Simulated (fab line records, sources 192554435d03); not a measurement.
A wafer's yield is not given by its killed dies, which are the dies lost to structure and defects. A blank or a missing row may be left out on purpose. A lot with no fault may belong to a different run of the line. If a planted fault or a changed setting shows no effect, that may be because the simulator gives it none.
Split-lot study / flow n5-finfet / on a route of 1938 steps: 7 lots, 21 wafers read

ABOUT THE SPLIT
At N5_FIN_SAQP_ETCH_64 (etches SiO2 in CF4, target depth 1.5 nm), the setting bias-w was moved away from the recipe's 400 W on 8 of the 21 wafers read, by -15.2% to +17.6%. For the rest of the wafers, this setting stayed at what the recipe calls for.

The reading comes from the split's own step.

THE READING
etch.depth-nm (the simulator's own value, which no gauge read), in nm, at N5_FIN_SAQP_ETCH_64 (etches SiO2 in CF4, target depth 1.5 nm). The file gives no usual value for it. Across the 13 wafers here that went through the recipe, the average is 1.507 nm and the standard deviation 0.019 nm.

wafer=L074.1; tool, chamber at the split=rie-si-02, 3; bias-w as run, W=446; against the recipe=+11.5%; etch.depth-nm, nm=1.53; against lot-mates on the recipe=+0.001
wafer=L074.3; tool, chamber at the split=rie-si-02, 2; bias-w as run, W=446; against the recipe=+11.5%; etch.depth-nm, nm=1.572; against lot-mates on the recipe=+0.043
wafer=L074.6; tool, chamber at the split=rie-si-02, 1; bias-w as run, W=400; against the recipe=recipe; etch.depth-nm, nm=1.529; against lot-mates on the recipe=-
wafer=L075.1; tool, chamber at the split=rie-si-06, 1; bias-w as run, W=400; against the recipe=recipe; etch.depth-nm, nm=1.517; against lot-mates on the recipe=-
wafer=L075.2; tool, chamber at the split=rie-si-06, 2; bias-w as run, W=400; against the recipe=recipe; etch.depth-nm, nm=1.496; against lot-mates on the recipe=-
wafer=L075.5; tool, chamber at the split=rie-si-06, 1; bias-w as run, W=400; against the recipe=recipe; etch.depth-nm, nm=1.519; against lot-mates on the recipe=-
wafer=L077.1; tool, chamber at the split=rie-si-02, 0; bias-w as run, W=470.5; against the recipe=+17.6%; etch.depth-nm, nm=1.582; against lot-mates on the recipe=+0.073
wafer=L077.3; tool, chamber at the split=rie-si-02, 3; bias-w as run, W=400; against the recipe=recipe; etch.depth-nm, nm=1.487; against lot-mates on the recipe=-
wafer=L077.6; tool, chamber at the split=rie-si-02, 1; bias-w as run, W=400; against the recipe=recipe; etch.depth-nm, nm=1.531; against lot-mates on the recipe=-
wafer=L083.2; tool, chamber at the split=rie-si-04, 1; bias-w as run, W=342.9; against the recipe=-14.3%; etch.depth-nm, nm=1.409; against lot-mates on the recipe=-0.070
wafer=L083.5; tool, chamber at the split=rie-si-04, 0; bias-w as run, W=400; against the recipe=recipe; etch.depth-nm, nm=1.479; against lot-mates on the recipe=-
wafer=L083.6; tool, chamber at the split=rie-si-04, 3; bias-w as run, W=342.9; against the recipe=-14.3%; etch.depth-nm, nm=1.417; against lot-mates on the recipe=-0.062
wafer=L088.1; tool, chamber at the split=rie-si-04, 2; bias-w as run, W=400; against the recipe=recipe; etch.depth-nm, nm=1.496; against lot-mates on the recipe=-
wafer=L088.4; tool, chamber at the split=rie-si-04, 0; bias-w as run, W=400; against the recipe=recipe; etch.depth-nm, nm=1.499; against lot-mates on the recipe=-
wafer=L088.5; tool, chamber at the split=rie-si-04, 2; bias-w as run, W=400; against the recipe=recipe; etch.depth-nm, nm=1.493; against lot-mates on the recipe=-
wafer=L090.3; tool, chamber at the split=rie-si-04, 2; bias-w as run, W=400; against the recipe=recipe; etch.depth-nm, nm=1.5; against lot-mates on the recipe=-
wafer=L090.5; tool, chamber at the split=rie-si-04, 3; bias-w as run, W=349.2; against the recipe=-12.7%; etch.depth-nm, nm=1.447; against lot-mates on the recipe=-0.052
wafer=L090.6; tool, chamber at the split=rie-si-04, 0; bias-w as run, W=400; against the recipe=recipe; etch.depth-nm, nm=1.499; against lot-mates on the recipe=-
wafer=L093.1; tool, chamber at the split=rie-si-02, 2; bias-w as run, W=339.4; against the recipe=-15.2%; etch.depth-nm, nm=1.449; against lot-mates on the recipe=-0.098
wafer=L093.4; tool, chamber at the split=rie-si-02, 0; bias-w as run, W=339.4; against the recipe=-15.2%; etch.depth-nm, nm=1.435; against lot-mates on the recipe=-0.112
wafer=L093.5; tool, chamber at the split=rie-si-02, 1; bias-w as run, W=400; against the recipe=recipe; etch.depth-nm, nm=1.547; against lot-mates on the recipe=-

THE FIT
A straight line over all 21 wafers: etch.depth-nm changes by +0.00477 nm for each +1% of bias-w; r = +0.91; the points scatter about the line by 0.02 nm.
The same after taking each lot's own level away (the mean of its wafers on the recipe; 21 wafers): +0.00457 nm for each +1%; r = +0.92; scatter 0.018 nm.
According to that fit, moving bias-w by its largest amount changes the reading by 0.081 nm.
From 1.4790 to 1.5470 nm: that is the span of the lots' own levels, equal to 3.6 times the standard deviation above.
So the lot-to-lot level changes the slope little: the two slopes agree.
Check: with one of the wafers moved furthest among these (+17.6%) left out of the fit, the line predicts +0.0745 nm for it against its lot-mates. It came out at +0.073 nm against them.

OTHER SPLITS APPLIED TO THESE WAFERS
Other splits were also applied to these wafers ahead of the reading. Each is held against what the fit with the lots' levels taken away leaves over:
other split on the same wafers=N5_ZERO_LAYER_PECVD_02 time-s; wafers away from the commonest value=9; r with etch.depth-nm (lot level and that fit taken away)=+0.22
other split on the same wafers=N5_ZERO_LAYER_COAT_05 spin-rpm; wafers away from the commonest value=11; r with etch.depth-nm (lot level and that fit taken away)=-0.22
other split on the same wafers=N5_WELL_APT_PEB_23 peb-temp-c; wafers away from the commonest value=4; r with etch.depth-nm (lot level and that fit taken away)=-0.14
other split on the same wafers=N5_WELL_APT_DESCUM_30 time-s; wafers away from the commonest value=5; r with etch.depth-nm (lot level and that fit taken away)=+0.39
other split on the same wafers=N5_FIN_SAQP_HM_DEP_03 time-s; wafers away from the commonest value=8; r with etch.depth-nm (lot level and that fit taken away)=-0.06
other split on the same wafers=N5_FIN_SAQP_EXPOSE_13 dose-mj; wafers away from the commonest value=5; r with etch.depth-nm (lot level and that fit taken away)=-0.17

THE FILE'S OWN FIT
etch.depth-nm changes by +0.00456 nm for each +1% of bias-w, r = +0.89.
